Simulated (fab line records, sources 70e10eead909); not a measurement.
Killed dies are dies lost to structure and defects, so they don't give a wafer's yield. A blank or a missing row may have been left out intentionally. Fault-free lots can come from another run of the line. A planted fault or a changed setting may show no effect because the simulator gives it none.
Which tool did it? | flow nand_harc | 24 lots, 72 wafers sampled, at 4 steps of a route of 1159

## WHAT EACH GAUGE READ, for each wafer
NHARC_P_M0_THK_MEAS_24: measures by xrf.
lot  | measured     | on            | thk_nm (nm)
L074 | day 5 21:11  | film_metro-02 | 116.9 117.9 116.7
L075 | day 6 08:45  | film_metro-01 | 116.8 116.9 117.8
L076 | day 6 12:00  | film_metro-02 | 114.1 116.7 116.0
L077 | day 6 16:54  | film_metro-01 | 116.9 118.3 116.1
L078 | day 6 19:04  | film_metro-02 | 116.0 116.7 117.9
L080 | day 7 10:52  | film_metro-01 | 120.1 118.3 118.1
L079 | day 7 11:16  | film_metro-01 | 116.9 116.7 118.5
L082 | day 8 00:54  | film_metro-01 | 119.6 117.3 117.7
L081 | day 7 21:16  | film_metro-02 | 119.5 116.6 117.5
L083 | day 8 05:17  | film_metro-01 | 116.2 120.3 117.0
L084 | day 8 05:42  | film_metro-02 | 120.5 119.2 116.0
L086 | day 9 04:13  | film_metro-02 | 118.5 115.4 116.9
L087 | day 9 01:53  | film_metro-02 | 118.6 115.8 115.4
L085 | day 9 03:17  | film_metro-01 | 114.9 117.5 115.6
L089 | day 9 13:52  | film_metro-01 | 118.5 116.2 116.3
L088 | day 9 18:33  | film_metro-02 | 115.1 114.3 116.0
L090 | day 10 05:53 | film_metro-02 | 119.3 116.2 116.9
L091 | day 10 10:25 | film_metro-02 | 115.8 116.6 116.3
L092 | day 10 09:50 | film_metro-02 | 118.1 115.3 115.3
L093 | day 10 20:25 | film_metro-02 | 119.0 118.6 118.5
L094 | day 10 20:57 | film_metro-02 | 117.3 113.4 116.0
L095 | day 10 23:51 | film_metro-02 | 117.0 116.0 118.6
L097 | day 11 14:48 | film_metro-01 | 118.8 118.2 119.6
L096 | day 11 16:02 | film_metro-02 | 116.3 118.2 116.4

## WHICH TOOL RAN EACH LOT (tool, then ch and the chambers of the sampled wafers, then the start)
lot  | NHARC_P_GATE_ETCH_104              | NHARC_P_M0_DEGAS_28          | NHARC_P_M0_PRE_CLEAN_29
L074 | rie_diel-12 ch 0,2, day 4 18:23    | pvd_sputter-02, day 5 19:47  | pvd_sputter-02, day 5 21:11 or earlier
L075 | rie_diel-01 ch 1,2,3, day 4 22:49  | pvd_sputter-01, day 6 07:20  | pvd_sputter-01, day 6 08:45 or earlier
L076 | rie_diel-01 ch 1,2,3, day 5 04:26  | pvd_sputter-03, day 6 10:34  | pvd_sputter-03, day 6 12:00 or earlier
L077 | rie_diel-12 ch 1,2, day 5 04:40    | pvd_sputter-01, day 6 15:30  | pvd_sputter-01, day 6 16:54 or earlier
L078 | rie_diel-12 ch 0,1,3, day 5 14:40  | pvd_sputter-02, day 6 17:38  | pvd_sputter-02, day 6 19:04 or earlier
L080 | rie_diel-01 ch 1,2, day 6 04:57    | pvd_sputter-02, day 7 09:26  | pvd_sputter-02, day 7 10:52 or earlier
L079 | rie_diel-12 ch 1,2,3, day 6 05:41  | pvd_sputter-01, day 7 09:50  | pvd_sputter-01, day 7 11:16 or earlier
L082 | rie_diel-02 ch 1,2,3, day 6 15:27  | pvd_sputter-02, day 7 23:21  | pvd_sputter-02, day 8 00:54 or earlier
L081 | rie_diel-12 ch 1,2,3, day 6 15:37  | pvd_sputter-03, day 7 19:38  | pvd_sputter-03, day 7 21:16 or earlier
L083 | rie_diel-02 ch 0,1,3, day 6 22:08  | pvd_sputter-03, day 8 03:51  | pvd_sputter-03, day 8 05:17 or earlier
L084 | rie_diel-12 ch 1,2, day 6 22:50    | pvd_sputter-01, day 8 04:17  | pvd_sputter-01, day 8 05:42 or earlier
L086 | rie_diel-02 ch 0,3, day 7 19:58    | pvd_sputter-01, day 9 02:14  | pvd_sputter-01, day 9 04:13 or earlier
L087 | rie_diel-01 ch 0,1,3, day 7 20:33  | pvd_sputter-03, day 9 00:29  | pvd_sputter-03, day 9 01:53 or earlier
L085 | rie_diel-01 ch 1,2,3, day 7 21:14  | pvd_sputter-02, day 9 01:55  | pvd_sputter-02, day 9 03:17 or earlier
L089 | rie_diel-12 ch 1,3, day 8 10:22    | pvd_sputter-02, day 9 12:23  | pvd_sputter-02, day 9 13:52 or earlier
L088 | rie_diel-12 ch 2,3, day 8 10:54    | pvd_sputter-03, day 9 17:10  | pvd_sputter-03, day 9 18:33 or earlier
L090 | rie_diel-12 ch 0,2, day 9 02:37    | pvd_sputter-03, day 10 04:20 | pvd_sputter-03, day 10 05:53 or earlier
L091 | rie_diel-01 ch 2,3, day 9 02:37    | pvd_sputter-02, day 10 09:00 | pvd_sputter-02, day 10 10:25 or earlier
L092 | rie_diel-01 ch 1,2,3, day 9 05:12  | pvd_sputter-02, day 10 08:20 | pvd_sputter-02, day 10 09:50 or earlier
L093 | rie_diel-01 ch 0,1,2, day 9 14:07  | pvd_sputter-02, day 10 18:59 | pvd_sputter-02, day 10 20:25 or earlier
L094 | rie_diel-01 ch 0,1,2, day 9 14:35  | pvd_sputter-02, day 10 19:34 | pvd_sputter-02, day 10 20:57 or earlier
L095 | rie_diel-02 ch 1,2,3, day 9 21:33  | pvd_sputter-01, day 10 22:27 | pvd_sputter-01, day 10 23:51 or earlier
L097 | rie_diel-01 ch 0,1,2, day 10 08:34 | pvd_sputter-01, day 11 13:25 | pvd_sputter-01, day 11 14:48 or earlier
L096 | rie_diel-12 ch 0,2,3, day 10 08:55 | pvd_sputter-01, day 11 14:37 | pvd_sputter-01, day 11 16:02 or earlier
- NHARC_P_GATE_ETCH_104: etches the open film in CF4/CHF3, target depth 60 nm.
- NHARC_P_M0_DEGAS_28: time 60 s.
- NHARC_P_M0_PRE_CLEAN_29: time 30 s.

## WHAT THE TOOLS THEMSELVES READ (means of the sampled wafers that have a number; where no wafer has one, the mark that the record gives instead)
NHARC_P_GATE_ETCH_104.
lot  | tool        | drypump_motor_current_A (A) | oes_product_au (a.u.) | rf_vpp_V (V) | showerhead_plenum_p_Torr (Torr) | throttle_valve_pct (%)
L074 | rie_diel-12 | 6.0                         | 0.973                 | 369.2        | 1.54                            | 16.797
L075 | rie_diel-01 | 5.6                         | 0.946                 | 370.5        | 1.58                            | 16.803
L076 | rie_diel-01 | 5.6                         | 0.931                 | 371.5        | 1.58                            | 16.802
L077 | rie_diel-12 | 5.5                         | 0.937                 | 371.2        | 1.59                            | 16.807
L078 | rie_diel-12 | 6.0                         | 0.948                 | 370.1        | 1.58                            | 16.799
L080 | rie_diel-01 | 5.2                         | 0.970                 | 371.0        | 1.58                            | 16.803
L079 | rie_diel-12 | 5.6                         | 0.973                 | 370.0        | 1.56                            | 16.804
L082 | rie_diel-02 | 6.1                         | 0.935                 | 370.1        | 1.56                            | 16.809
L081 | rie_diel-12 | 5.6                         | 0.933                 | 370.1        | 1.56                            | 16.800
L083 | rie_diel-02 | 6.5                         | 0.934                 | 372.2        | 1.59                            | 16.810
L084 | rie_diel-12 | 5.5                         | 0.952                 | 370.3        | 1.55                            | 16.812
L086 | rie_diel-02 | 6.3                         | 0.967                 | 371.9        | 1.62                            | 16.811
L087 | rie_diel-01 | 5.7                         | 0.942                 | 370.6        | 1.59                            | 16.805
L085 | rie_diel-01 | 5.6                         | 0.929                 | 371.1        | 1.57                            | 16.795
L089 | rie_diel-12 | 5.6                         | 0.976                 | 371.6        | 1.59                            | 16.804
L088 | rie_diel-12 | 5.7                         | 0.974                 | 368.6        | 1.52                            | 16.810
L090 | rie_diel-12 | 6.0                         | 0.955                 | 368.4        | 1.53                            | 16.800
L091 | rie_diel-01 | 5.5                         | 0.926                 | 369.4        | 1.53                            | 16.807
L092 | rie_diel-01 | 5.6                         | 0.939                 | 370.2        | 1.57                            | 16.796
L093 | rie_diel-01 | 5.4                         | 0.928                 | 369.8        | 1.58                            | 16.800
L094 | rie_diel-01 | 5.4                         | 0.938                 | 370.9        | 1.58                            | 16.801
L095 | rie_diel-02 | 6.1                         | 0.918                 | 370.8        | 1.55                            | 16.800
L097 | rie_diel-01 | 5.4                         | 0.965                 | 370.9        | 1.58                            | 16.802
L096 | rie_diel-12 | 6.1                         | 0.969                 | 369.5        | 1.53                            | 16.799

NHARC_P_M0_DEGAS_28.
lot  | tool           | heater_power_w (W)
L074 | pvd_sputter-02 | 410
L075 | pvd_sputter-01 | 345
L076 | pvd_sputter-03 | 329
L077 | pvd_sputter-01 | 341
L078 | pvd_sputter-02 | 367
L080 | pvd_sputter-02 | 307
L079 | pvd_sputter-01 | 345
L082 | pvd_sputter-02 | 331
L081 | pvd_sputter-03 | 333
L083 | pvd_sputter-03 | 344
L084 | pvd_sputter-01 | 355
L086 | pvd_sputter-01 | 356
L087 | pvd_sputter-03 | 311
L085 | pvd_sputter-02 | 356
L089 | pvd_sputter-02 | 363
L088 | pvd_sputter-03 | 348
L090 | pvd_sputter-03 | 348
L091 | pvd_sputter-02 | 358
L092 | pvd_sputter-02 | 362
L093 | pvd_sputter-02 | 346
L094 | pvd_sputter-02 | 346
L095 | pvd_sputter-01 | 353
L097 | pvd_sputter-01 | 351
L096 | pvd_sputter-01 | 357

NHARC_P_M0_PRE_CLEAN_29.
lot  | tool           | heater_power_w (W)
L074 | pvd_sputter-02 | 507
L075 | pvd_sputter-01 | 418
L076 | pvd_sputter-03 | 426
L077 | pvd_sputter-01 | 424
L078 | pvd_sputter-02 | 455
L080 | pvd_sputter-02 | 385
L079 | pvd_sputter-01 | 429
L082 | pvd_sputter-02 | 450
L081 | pvd_sputter-03 | 427
L083 | pvd_sputter-03 | 409
L084 | pvd_sputter-01 | 438
L086 | pvd_sputter-01 | 416
L087 | pvd_sputter-03 | 454
L085 | pvd_sputter-02 | 430
L089 | pvd_sputter-02 | 411
L088 | pvd_sputter-03 | 383
L090 | pvd_sputter-03 | 416
L091 | pvd_sputter-02 | 380
L092 | pvd_sputter-02 | 381
L093 | pvd_sputter-02 | 370
L094 | pvd_sputter-02 | 440
L095 | pvd_sputter-01 | 430
L097 | pvd_sputter-01 | 413
L096 | pvd_sputter-01 | 424

## THE ANSWER, worked out from the rows above alone
Rule: usual is defined by the lots themselves. The widest of any qualifying gaps counts: lots, ordered by their means at a reading, are off when they make up no more than a third of the lots, leave a main group of 4 or more, and stand apart from it by 3 or more times the standard deviation of that group's means. If all means in a main group match to the digits the tables above print for the reading, that group is not used. A lot without any number at a reading at which 4 lots or more have one is off too. All remaining lots with rows at the step are treated as sound. Order of review: gauges by route order, followed by the tools' own readings, for which a lot's mean as printed above is used. The first step at which some lot is off is used, and at that step the reading that is off furthest; a lot without a number counts as furthest.
No lot is off at any reading shown: from this, nothing can be told.

## WHAT HAD BEEN PUT IN BY THE SIMULATOR
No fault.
